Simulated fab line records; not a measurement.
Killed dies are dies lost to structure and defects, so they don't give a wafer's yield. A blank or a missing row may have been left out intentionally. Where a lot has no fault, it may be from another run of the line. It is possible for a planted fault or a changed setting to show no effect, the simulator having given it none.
Split-lot experiment -- flow n5Finfet -- 21 wafers read across 7 lots, on a route 1938 steps long

## THE SPLIT ITSELF
At N5_BEOL_M5_VIA_ETCH_34 (etches SiCOH lowk in C4F6/O2, target depth 88.3 nm, time 39.2 s), the setting biasW was moved away from the recipe's 185 W on 6 of the 21 wafers read, by -13.3% to +11.5%. The other wafers ran this setting at the recipe's value.

The split's own step is where the reading is taken.

## THE READING
rfVppV, in V, at N5_BEOL_M5_VIA_ETCH_34 (etches SiCOH lowk in C4F6/O2, target depth 88.3 nm, time 39.2 s). Typical for fault-free wafers on this fab line: 670 V, with standard deviation 6.2 V.

wafer,"tool, chamber at the split","biasW as run, W",against the recipe,"rfVppV, V",against lot-mates on the recipe
L075.1,"rieDiel-03, 1",185,recipe,666,-
L075.4,"rieDiel-03, 1",185,recipe,666,-
L075.5,"rieDiel-03, 2",185,recipe,664,-
L079.4,"rieDiel-06, 3",160.4,-13.3%,586,-73
L079.5,"rieDiel-06, 1",185,recipe,659,-
L079.6,"rieDiel-06, 2",160.4,-13.3%,605,-54
L085.2,"rieDiel-03, 3",185,recipe,677,-
L085.3,"rieDiel-03, 0",185,recipe,677,-
L085.6,"rieDiel-03, 2",168.9,-8.7%,618,-59
L092.2,"rieDiel-03, 0",185,recipe,677,-
L092.3,"rieDiel-03, 2",185,recipe,664,-
L092.4,"rieDiel-03, 0",185,recipe,676,-
L093.4,"rieDiel-06, 0",206.2,+11.5%,714,+56
L093.5,"rieDiel-06, 1",185,recipe,658,-
L093.6,"rieDiel-06, 2",206.2,+11.5%,738,+80
L095.1,"rieDiel-02, 0",185,recipe,671,-
L095.4,"rieDiel-02, 2",185,recipe,665,-
L095.5,"rieDiel-02, 1",185,recipe,676,-
L097.2,"rieDiel-03, 2",185,recipe,664,-
L097.3,"rieDiel-03, 3",185,recipe,676,-
L097.5,"rieDiel-03, 3",176.6,-4.5%,652,-18

THE FIT
A straight line over all 21 wafers: rfVppV changes by +5.3 V for each +1% of biasW; r = +0.97; the points scatter about the line by 8.1 V.
The same after taking each lot's own level away (the mean of its wafers on the recipe; 21 wafers): +5.42 V for each +1%; r = +0.97; scatter 7.5 V.
According to that fit, moving biasW by its largest amount changes the reading by 72 V.
The span of the lots' own levels, 658.0 to 677.0 V, comes to 3.1 times the standard deviation stated above.
The two slopes are in agreement: the lot-to-lot level therefore moves the slope only a little.
Check: with one of the wafers moved furthest among these (-13.3%) left out of the fit, the line predicts -70.2 V for it against its lot-mates. It came out at -73 V against them.
Tool readings at the split's step, against how far the setting was moved: rfVppV r = +0.97.

## THESE WAFERS: OTHER SPLITS
Note: prior to the reading, these wafers also went through further splits. Each is held against what the fit with the lots' levels taken away leaves over:
other split on the same wafers,wafers away from the commonest value,r with rfVppV (lot level and that fit taken away)
N5_BEOL_M3_TRENCH_ETCH_37 biasW,7,+0.24
N5_BEOL_M4_COAT_73 spinRpm,6,+0.37
N5_BEOL_M4_TRENCH_ETCH_37 timeS,7,+0.09
N5_BEOL_M4_SURFACE_TREAT_85 timeS,as run: not given for these wafers,-

## THE FILE'S OWN FIT
rfVppV changes by +5.45 V for each +1% of biasW, r = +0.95.
